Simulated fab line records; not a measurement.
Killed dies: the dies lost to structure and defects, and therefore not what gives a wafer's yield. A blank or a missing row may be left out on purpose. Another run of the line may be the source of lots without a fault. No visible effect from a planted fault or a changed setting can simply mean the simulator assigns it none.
What tool caused it?	flow nand-harc	6 lots with 18 wafers sampled at 5 steps, on a route of 1302 steps

WHAT THE GAUGES SHOWED, per wafer
NHARC_END_SORT_01.
lot	measured	on	killed-at-periphery
L819	day 26 14:59	prober-01	1 4 3
L826	day 30 00:25	prober-02	1 4 2
L835	day 33 02:58	prober-01	11 9 4

TOOL THAT RAN EACH LOT (tool first, then ch and the chambers of the sampled wafers, then the start)
lot	NHARC_A_CONTACT_ETCH_96	NHARC_THIN_TSV_DEGAS_49	NHARC_THIN_TSV_DEGAS_53	NHARC_THIN_TSV_PRE_CLEAN_54
L816	rie-diel-13 ch 0,1, day 22 11:50	pvd-sputter-03, day 24 12:35	pvd-sputter-02, day 24 14:40	pvd-sputter-02, day 24 14:44
L819	rie-diel-13 ch 1,2,3, day 23 19:35	pvd-sputter-03, day 26 01:59	pvd-sputter-01, day 26 03:59	pvd-sputter-01, day 26 04:05
L820	rie-diel-13 ch 0,3, day 24 22:05	pvd-sputter-03, day 27 01:56	pvd-sputter-03, day 27 03:59	pvd-sputter-03, day 27 04:07
L824	rie-diel-02 ch 1,3, day 26 15:34	pvd-sputter-01, day 28 23:26	pvd-sputter-03, day 29 01:25	pvd-sputter-03, day 29 01:30
L826	rie-diel-13 ch 1,2, day 27 06:30	pvd-sputter-02, day 29 07:45	pvd-sputter-01, day 29 09:44	pvd-sputter-01, day 29 09:50
L835	rie-diel-02 ch 1,2, day 29 23:25	pvd-sputter-03, day 32 06:41	pvd-sputter-03, day 32 08:42	pvd-sputter-03, day 32 08:46
- NHARC_A_CONTACT_ETCH_96: etches the open film in C4F6/O2, target depth 20 nm, time 10 s.
- NHARC_THIN_TSV_DEGAS_49: time 120 s.
- NHARC_THIN_TSV_DEGAS_53: time 60 s.
- NHARC_THIN_TSV_PRE_CLEAN_54: time 30 s.

THE ANSWER, worked out from the rows above alone
Rule: what is usual is taken from the lots themselves. Put in order of their means at a reading, lots are off if they are a third of the lots or fewer, leave a main group of 4 or more, and stand apart from it by a gap of 3 or more times the standard deviation of the main group's means; of several such gaps the widest counts. The tables above print the reading to a certain number of digits; a main group whose means all agree to those digits is not used. A lot without any number at a reading at which 4 lots or more have one is off too. The other lots that the step has rows for count as sound.
No lot is off at any reading shown: from this, nothing can be told.

WHAT WAS PUT IN BY THE SIMULATOR
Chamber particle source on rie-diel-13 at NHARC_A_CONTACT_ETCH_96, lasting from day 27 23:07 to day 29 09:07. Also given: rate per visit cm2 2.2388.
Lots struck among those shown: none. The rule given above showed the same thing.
